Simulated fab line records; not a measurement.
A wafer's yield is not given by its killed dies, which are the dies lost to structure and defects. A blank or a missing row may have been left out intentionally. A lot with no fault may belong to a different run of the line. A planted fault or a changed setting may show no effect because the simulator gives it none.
Split-lot study ; flow n5 finfet ; on a route of 1938 steps: 7 lots, 21 wafers read

## THE SPLIT ITSELF
At N5_BEOL_M0_SAQP_COAT_81 (time 60 s, resist thk 100 nm), the setting spin rpm was moved away from the recipe's 1500 rpm on 11 of the 21 wafers read, by -9.8% to +8.5%. All remaining wafers had this setting at the recipe value.

The reading comes from the split's own step.

## THE READING
SOC_of_BEOL_M0_SAQP_COAT_81.thk nm (the simulator's own value, which no gauge read), in nm, at N5_BEOL_M0_SAQP_COAT_81 (time 60 s, resist thk 100 nm). The file does not state a usual value for it. Here, 10 wafers ran the recipe; their average is 100.1 nm with a standard deviation of 0.3 nm.

wafer;tool, chamber at the split;spin rpm as run, rpm;against the recipe;SOC_of_BEOL_M0_SAQP_COAT_81.thk nm, nm;against lot-mates on the recipe
L075.1;litho track-03, 0;1500;recipe;99.8;-
L075.2;litho track-03, 0;1500;recipe;99.8;-
L075.3;litho track-03, 0;1500;recipe;99.6;-
L076.1;litho track-05, 0;1500;recipe;100.2;-
L076.2;litho track-05, 0;1586;+5.7%;97.8;-2.4
L076.6;litho track-05, 0;1586;+5.7%;97.4;-2.8
L077.4;litho track-01, 0;1500;recipe;100.4;-
L077.5;litho track-01, 0;1628;+8.5%;96;-4.3
L077.6;litho track-01, 0;1500;recipe;100.2;-
L080.1;litho track-03, 0;1500;recipe;100;-
L080.5;litho track-03, 0;1500;recipe;100;-
L080.6;litho track-03, 0;1353;-9.8%;105.6;+5.6
L085.1;litho track-01, 0;1424;-5.1%;103;no lot-mate on the recipe
L085.2;litho track-01, 0;1424;-5.1%;102.4;no lot-mate on the recipe
L085.5;litho track-01, 0;1424;-5.1%;102.6;no lot-mate on the recipe
L095.1;litho track-01, 0;1500;recipe;100.4;-
L095.3;litho track-01, 0;1428;-4.8%;103;+2.6
L095.6;litho track-01, 0;1428;-4.8%;103;+2.6
L096.1;litho track-01, 0;1370;-8.7%;105.6;+5.0
L096.4;litho track-01, 0;1370;-8.7%;105.2;+4.6
L096.6;litho track-01, 0;1500;recipe;100.6;-

FIT RESULTS
A straight line over all 21 wafers: SOC_of_BEOL_M0_SAQP_COAT_81.thk nm changes by -0.534 nm for each +1% of spin rpm; r = -0.99; the points scatter about the line by 0.38 nm.
The same after taking each lot's own level away (the mean of its wafers on the recipe; 18 wafers): -0.528 nm for each +1%; r = -1.00; scatter 0.2 nm.
That fit puts the effect of the largest move of spin rpm on the reading at 5.2 nm.
Across the lots, their own levels run from 99.73 to 100.60 nm, a range of 2.9 times the standard deviation given above.
Hence the lot-to-lot level has little effect on the slope; both slopes agree.
Check: +5.19 nm against its lot-mates is what the line predicts for one of the wafers moved furthest among these (-9.8%) when that wafer is left out of the fit. It came out at +5.6 nm against them.

## OTHER SPLITS APPLIED TO THESE WAFERS
These wafers also went through other splits before the reading. Each is held against what the fit with the lots' levels taken away leaves over:
other split on the same wafers;wafers away from the commonest value;r with SOC_of_BEOL_M0_SAQP_COAT_81.thk nm (lot level and that fit taken away)
N5_SD_EPI_P_PEB_07 peb time s;5;-0.01
N5_SD_EPI_P_ETCH_36 bias w;8;-0.04
N5_MOL_CONTACT_COAG_ETCH_106 source w;3;-0.17
N5_MOL_CONTACT_COAG_COAT_64 spin rpm;3;+0.18
N5_MOL_CONTACT_COAG_EXPOSE_37 dose mj;9;-0.06

## FILE'S OWN FIT
SOC_of_BEOL_M0_SAQP_COAT_81.thk nm changes by -0.535 nm for each +1% of spin rpm, r = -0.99.
